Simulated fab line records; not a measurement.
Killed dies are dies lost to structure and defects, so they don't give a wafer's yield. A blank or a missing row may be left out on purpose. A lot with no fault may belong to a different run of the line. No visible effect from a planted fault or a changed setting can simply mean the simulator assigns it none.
Which of the tools did it? + flow n5 finfet + 24 lots, 72 wafers sampled, at 6 steps of a route of 1938

== WHAT EACH GAUGE READ, for each wafer ==
N5_BEOL_M3_THK_MEAS_53: measures by xrf.
| lot  | measured     | on            | M3_THK (nm)    |
|------|--------------|---------------|----------------|
| L074 | day 7 08:57  | film metro-01 | 38.7 40.6 40.0 |
| L075 | day 7 13:14  | film metro-01 | 41.3 41.3 41.3 |
| L076 | day 7 22:54  | film metro-01 | 38.7 39.5 40.1 |
| L077 | day 8 02:36  | film metro-02 | 38.9 38.9 39.1 |
| L078 | day 8 14:03  | film metro-01 | 37.8 38.2 38.8 |
| L079 | day 8 14:30  | film metro-01 | 40.4 41.3 40.9 |
| L080 | day 8 21:24  | film metro-01 | 39.5 39.7 39.0 |
| L081 | day 9 06:58  | film metro-02 | 35.2 36.6 40.3 |
| L082 | day 9 14:49  | film metro-02 | 39.2 40.0 40.3 |
| L083 | day 9 15:19  | film metro-02 | 39.6 40.6 41.6 |
| L084 | day 10 02:19 | film metro-01 | 37.3 40.4 40.5 |
| L085 | day 10 07:14 | film metro-02 | 38.7 39.3 39.4 |
| L086 | day 10 12:35 | film metro-01 | 38.2 39.6 41.7 |
| L087 | day 10 16:23 | film metro-02 | 39.7 42.3 41.7 |
| L089 | day 11 00:16 | film metro-02 | 39.7 40.7 41.9 |
| L088 | day 11 06:24 | film metro-02 | 38.1 40.4 40.3 |
| L090 | day 11 06:47 | film metro-01 | 40.4 41.4 42.5 |
| L093 | day 12 01:48 | film metro-02 | 39.6 41.0 41.3 |
| L091 | day 12 02:58 | film metro-02 | 40.8 42.6 41.3 |
| L092 | day 12 04:33 | film metro-02 | 38.9 39.6 42.3 |
| L094 | day 12 05:22 | film metro-01 | 41.9 41.0 41.7 |
| L095 | day 12 11:27 | film metro-02 | 38.7 40.7 40.6 |
| L096 | day 13 02:20 | film metro-01 | 38.4 40.0 39.2 |
| L097 | day 13 21:43 | film metro-02 | 38.6 39.2 38.2 |

N5_BEOL_M4_THK_MEAS_01.
| lot  | measured     | on            | M4_ILD_THK (nm) |
|------|--------------|---------------|-----------------|
| L074 | day 7 09:23  | film metro-01 | 78.9 80.0 79.5  |
| L075 | day 7 13:38  | film metro-02 | 79.1 79.8 80.0  |
| L076 | day 7 23:18  | film metro-01 | 78.2 78.0 79.0  |
| L077 | day 8 02:59  | film metro-01 | 79.0 78.5 79.3  |
| L078 | day 8 14:26  | film metro-02 | 78.0 79.6 79.2  |
| L079 | day 8 14:57  | film metro-01 | 76.9 78.2 78.5  |
| L080 | day 8 21:50  | film metro-02 | 79.8 79.8 79.3  |
| L081 | day 9 07:25  | film metro-02 | 76.8 76.2 79.1  |
| L082 | day 9 15:12  | film metro-02 | 78.8 80.0 80.3  |
| L083 | day 9 15:43  | film metro-02 | 77.1 76.8 78.1  |
| L084 | day 10 02:44 | film metro-02 | 78.4 79.6 78.0  |
| L085 | day 10 07:38 | film metro-02 | 76.9 77.9 78.4  |
| L086 | day 10 13:00 | film metro-02 | 78.7 78.9 80.1  |
| L087 | day 10 17:01 | film metro-02 | 78.9 76.8 79.3  |
| L089 | day 11 00:39 | film metro-01 | 78.4 78.5 80.1  |
| L088 | day 11 06:48 | film metro-02 | 77.1 79.1 78.4  |
| L090 | day 11 07:11 | film metro-02 | 78.2 76.8 80.1  |
| L093 | day 12 02:11 | film metro-01 | 79.3 77.7 79.0  |
| L091 | day 12 03:23 | film metro-01 | 76.3 79.0 78.3  |
| L092 | day 12 04:58 | film metro-01 | 77.9 78.7 79.3  |
| L094 | day 12 05:46 | film metro-02 | 77.7 79.8 79.3  |
| L095 | day 12 11:52 | film metro-01 | 78.7 78.7 78.3  |
| L096 | day 13 02:44 | film metro-02 | 78.9 79.9 79.9  |
| L097 | day 13 22:08 | film metro-01 | 77.8 79.4 79.8  |

== TOOL THAT RAN EACH LOT (tool first, then ch and the chambers of the sampled wafers, then the start) ==
| lot  | N5_BEOL_M3_ALD_98                 | N5_BEOL_M3_ANNEAL_80         | N5_BEOL_M3_ANNEAL_89         | N5_BEOL_M3_DEP_57               |
|------|-----------------------------------|------------------------------|------------------------------|---------------------------------|
| L074 | ald sin-04 ch 1,2, day 7 01:39    | pvd sputter-01, day 7 05:09  | pvd sputter-01, day 7 05:49  | pecvd-01 ch 0,2, day 7 09:09    |
| L075 | ald sin-04 ch 0,1, day 7 05:52    | pvd sputter-03, day 7 08:16  | pvd sputter-03, day 7 08:56  | pecvd-01 ch 0,1, day 7 13:26    |
| L076 | ald sin-04 ch 1,2,3, day 7 13:02  | pvd sputter-02, day 7 16:55  | pvd sputter-02, day 7 17:34  | pecvd-03 ch 0,1,2, day 7 23:05  |
| L077 | ald sin-04 ch 0,2, day 7 18:49    | pvd sputter-02, day 7 20:43  | pvd sputter-02, day 7 21:22  | pecvd-02 ch 1,2, day 8 02:47    |
| L078 | ald sin-03 ch 1,3, day 8 06:39    | pvd sputter-01, day 8 09:12  | pvd sputter-01, day 8 09:52  | pecvd-01 ch 0,1, day 8 14:14    |
| L079 | ald sin-01 ch 1,2,3, day 8 06:43  | pvd sputter-03, day 8 09:26  | pvd sputter-03, day 8 10:05  | pecvd-03 ch 0,2, day 8 14:45    |
| L080 | ald sin-01 ch 1,2,3, day 8 13:56  | pvd sputter-03, day 8 15:40  | pvd sputter-03, day 8 16:20  | pecvd-01 ch 0,1,2, day 8 21:38  |
| L081 | ald sin-01 ch 0,2,3, day 8 23:45  | pvd sputter-01, day 9 01:46  | pvd sputter-01, day 9 02:25  | pecvd-02 ch 1,2, day 9 07:13    |
| L082 | ald sin-01 ch 1,2,3, day 9 06:49  | pvd sputter-03, day 9 08:40  | pvd sputter-03, day 9 09:19  | pecvd-02 ch 0,1,2, day 9 15:00  |
| L083 | ald sin-03 ch 1,2,3, day 9 08:29  | pvd sputter-03, day 9 10:42  | pvd sputter-03, day 9 11:22  | pecvd-02 ch 0,1,2, day 9 15:31  |
| L084 | ald sin-01 ch 0,3, day 9 18:38    | pvd sputter-01, day 9 20:20  | pvd sputter-01, day 9 20:59  | pecvd-03 ch 0,1,2, day 10 02:31 |
| L085 | ald sin-01 ch 0,3, day 9 23:49    | pvd sputter-01, day 10 02:25 | pvd sputter-01, day 10 03:04 | pecvd-01 ch 0,1,2, day 10 07:26 |
| L086 | ald sin-01 ch 1,2,3, day 10 06:14 | pvd sputter-03, day 10 10:05 | pvd sputter-03, day 10 10:45 | pecvd-02 ch 1,2, day 10 12:48   |
| L087 | ald sin-04 ch 1,2,3, day 10 07:34 | pvd sputter-03, day 10 12:33 | pvd sputter-03, day 10 13:13 | pecvd-03 ch 0,2, day 10 16:49   |
| L089 | ald sin-03 ch 0,1,3, day 10 19:44 | pvd sputter-03, day 10 21:58 | pvd sputter-03, day 10 22:41 | pecvd-02 ch 0,1,2, day 11 00:28 |
| L088 | ald sin-04 ch 0,1,3, day 11 02:30 | pvd sputter-01, day 11 04:09 | pvd sputter-01, day 11 04:49 | pecvd-02 ch 0,1, day 11 06:35   |
| L090 | ald sin-04 ch 1,2,3, day 11 02:36 | pvd sputter-02, day 11 04:33 | pvd sputter-02, day 11 05:13 | pecvd-03 ch 0,1,2, day 11 06:59 |
| L093 | ald sin-03 ch 0,1,2, day 11 17:41 | pvd sputter-02, day 11 20:31 | pvd sputter-02, day 11 21:11 | pecvd-01 ch 0,1,2, day 12 01:59 |
| L091 | ald sin-01 ch 0,2,3, day 11 22:30 | pvd sputter-03, day 12 00:11 | pvd sputter-03, day 12 00:50 | pecvd-02 ch 0,1,2, day 12 03:10 |
| L092 | ald sin-03 ch 1,2,3, day 11 23:20 | pvd sputter-03, day 12 02:18 | pvd sputter-03, day 12 02:58 | pecvd-01 ch 0,1,2, day 12 04:44 |
| L094 | ald sin-03 ch 0,2,3, day 12 00:32 | pvd sputter-02, day 12 03:07 | pvd sputter-02, day 12 03:46 | pecvd-02 ch 0,1,2, day 12 05:34 |
| L095 | ald sin-04 ch 0,1,3, day 12 04:17 | pvd sputter-02, day 12 09:10 | pvd sputter-02, day 12 09:50 | pecvd-01 ch 0,2, day 12 11:38   |
| L096 | ald sin-03 ch 0,2, day 12 19:34   | pvd sputter-02, day 13 00:05 | pvd sputter-02, day 13 00:44 | pecvd-01 ch 0,1, day 13 02:31   |
| L097 | ald sin-04 ch 0,1,2, day 13 16:45 | pvd sputter-02, day 13 19:28 | pvd sputter-02, day 13 20:07 | pecvd-02 ch 1,2, day 13 21:55   |
- N5_BEOL_M3_ALD_98: deposits SiO2, target thk 2.5 nm, pulse time 1 s, co reactant pulse time 1 s.
- N5_BEOL_M3_ANNEAL_80: time 240 s.
- N5_BEOL_M3_ANNEAL_89: time 240 s.
- N5_BEOL_M3_DEP_57: deposits SiCN from 3MS/NH3, target thk 8 nm, time 14 s.

== AS READ BY THE TOOLS THEMSELVES (means over the sampled wafers that have a number; for cases with no such wafer, the mark the record gives instead) ==
N5_BEOL_M3_ALD_98.
| lot  | tool       | heater power w (W) | precursor pulse height rel |
|------|------------|--------------------|----------------------------|
| L074 | ald sin-04 | 77                 | 0.995                      |
| L075 | ald sin-04 | 81                 | 0.989                      |
| L076 | ald sin-04 | 82                 | 1.022                      |
| L077 | ald sin-04 | 82                 | 1.002                      |
| L078 | ald sin-03 | 87                 | 1.009                      |
| L079 | ald sin-01 | 79                 | 0.997                      |
| L080 | ald sin-01 | 79                 | 0.994                      |
| L081 | ald sin-01 | 75                 | 0.995                      |
| L082 | ald sin-01 | 77                 | 0.999                      |
| L083 | ald sin-03 | 80                 | 0.992                      |
| L084 | ald sin-01 | 73                 | 0.995                      |
| L085 | ald sin-01 | 73                 | 1.019                      |
| L086 | ald sin-01 | 79                 | 0.987                      |
| L087 | ald sin-04 | 78                 | 0.998                      |
| L089 | ald sin-03 | 87                 | 0.986                      |
| L088 | ald sin-04 | 82                 | 1.012                      |
| L090 | ald sin-04 | 79                 | 0.996                      |
| L093 | ald sin-03 | 80                 | 0.993                      |
| L091 | ald sin-01 | 76                 | 1.011                      |
| L092 | ald sin-03 | 81                 | 1.009                      |
| L094 | ald sin-03 | 81                 | 1.003                      |
| L095 | ald sin-04 | 82                 | 1.003                      |
| L096 | ald sin-03 | 75                 | 1.010                      |
| L097 | ald sin-04 | 80                 | 1.001                      |

N5_BEOL_M3_ANNEAL_80.
| lot  | tool           | heater power w (W) | susceptor_temp_C_max |
|------|----------------|--------------------|----------------------|
| L074 | pvd sputter-01 | 853                | 400.6                |
| L075 | pvd sputter-03 | 790                | 401.2                |
| L076 | pvd sputter-02 | 831                | 401.1                |
| L077 | pvd sputter-02 | 900                | 400.9                |
| L078 | pvd sputter-01 | 852                | 400.6                |
| L079 | pvd sputter-03 | 787                | 401.3                |
| L080 | pvd sputter-03 | 794                | 400.6                |
| L081 | pvd sputter-01 | 881                | 400.7                |
| L082 | pvd sputter-03 | 819                | 400.9                |
| L083 | pvd sputter-03 | 816                | 400.8                |
| L084 | pvd sputter-01 | 863                | 400.6                |
| L085 | pvd sputter-01 | 884                | 400.7                |
| L086 | pvd sputter-03 | 827                | 400.9                |
| L087 | pvd sputter-03 | 826                | 400.7                |
| L089 | pvd sputter-03 | 795                | 401.1                |
| L088 | pvd sputter-01 | 901                | 400.6                |
| L090 | pvd sputter-02 | 873                | 400.8                |
| L093 | pvd sputter-02 | 927                | 400.8                |
| L091 | pvd sputter-03 | 787                | 401.0                |
| L092 | pvd sputter-03 | 825                | 401.3                |
| L094 | pvd sputter-02 | 974                | 400.8                |
| L095 | pvd sputter-02 | 935                | 400.7                |
| L096 | pvd sputter-02 | 889                | 401.0                |
| L097 | pvd sputter-02 | 820                | 400.9                |

N5_BEOL_M3_ANNEAL_89.
| lot  | tool           | heater power w (W) | susceptor_temp_C_max |
|------|----------------|--------------------|----------------------|
| L074 | pvd sputter-01 | 852                | 400.77               |
| L075 | pvd sputter-03 | 783                | 401.09               |
| L076 | pvd sputter-02 | 828                | 400.66               |
| L077 | pvd sputter-02 | 892                | 400.96               |
| L078 | pvd sputter-01 | 854                | 400.51               |
| L079 | pvd sputter-03 | 790                | 401.18               |
| L080 | pvd sputter-03 | 782                | 400.92               |
| L081 | pvd sputter-01 | 879                | 400.71               |
| L082 | pvd sputter-03 | 814                | 400.87               |
| L083 | pvd sputter-03 | 827                | 400.74               |
| L084 | pvd sputter-01 | 865                | 400.69               |
| L085 | pvd sputter-01 | 883                | 400.82               |
| L086 | pvd sputter-03 | 818                | 400.74               |
| L087 | pvd sputter-03 | 819                | 400.70               |
| L089 | pvd sputter-03 | 794                | 400.85               |
| L088 | pvd sputter-01 | 898                | 400.87               |
| L090 | pvd sputter-02 | 857                | 401.10               |
| L093 | pvd sputter-02 | 935                | 400.93               |
| L091 | pvd sputter-03 | 784                | 400.76               |
| L092 | pvd sputter-03 | 829                | 400.85               |
| L094 | pvd sputter-02 | 972                | 400.86               |
| L095 | pvd sputter-02 | 940                | 401.10               |
| L096 | pvd sputter-02 | 905                | 400.97               |
| L097 | pvd sputter-02 | 814                | 400.97               |

N5_BEOL_M3_DEP_57.
| lot  | tool     | showerhead plenum p Torr (Torr) | throttle valve pct (%) |
|------|----------|---------------------------------|------------------------|
| L074 | pecvd-01 | 3.673                           | 9.0                    |
| L075 | pecvd-01 | 3.660                           | 9.1                    |
| L076 | pecvd-03 | 3.660                           | 9.0                    |
| L077 | pecvd-02 | 3.657                           | 8.4                    |
| L078 | pecvd-01 | 3.667                           | 9.5                    |
| L079 | pecvd-03 | 3.654                           | 9.5                    |
| L080 | pecvd-01 | 3.665                           | 9.2                    |
| L081 | pecvd-02 | 3.662                           | 8.3                    |
| L082 | pecvd-02 | 3.655                           | 8.4                    |
| L083 | pecvd-02 | 3.657                           | 8.4                    |
| L084 | pecvd-03 | 3.659                           | 9.3                    |
| L085 | pecvd-01 | 3.668                           | 8.9                    |
| L086 | pecvd-02 | 3.662                           | 8.4                    |
| L087 | pecvd-03 | 3.651                           | 9.0                    |
| L089 | pecvd-02 | 3.656                           | 8.5                    |
| L088 | pecvd-02 | 3.649                           | 8.6                    |
| L090 | pecvd-03 | 3.660                           | 9.1                    |
| L093 | pecvd-01 | 3.671                           | 9.0                    |
| L091 | pecvd-02 | 3.661                           | 8.4                    |
| L092 | pecvd-01 | 3.676                           | 9.1                    |
| L094 | pecvd-02 | 3.655                           | 8.3                    |
| L095 | pecvd-01 | 3.669                           | 9.1                    |
| L096 | pecvd-01 | 3.662                           | 9.1                    |
| L097 | pecvd-02 | 3.659                           | 8.5                    |

== THE ANSWER, worked out from the rows above alone ==
Rule: the lots themselves supply what counts as usual. The widest of any qualifying gaps counts: lots, ordered by their means at a reading, are off when they make up no more than a third of the lots, leave a main group of 4 or more, and stand apart from it by 3 or more times the standard deviation of that group's means. If all means in a main group match to the digits the tables above print for the reading, that group is not used. Also off: a lot with no number at a reading for which 4 or more lots have one. Any other lot the step has rows for is counted as sound. The gauges are gone through in route order, then the tools' own readings, and for those a lot's mean is taken as printed above. At the first step where some lot is off, the reading lying furthest off is the one used; lots without a number count as furthest.
No lot is off on any of the readings shown, so nothing can be concluded from this.

== WHAT HAD BEEN PUT IN BY THE SIMULATOR ==
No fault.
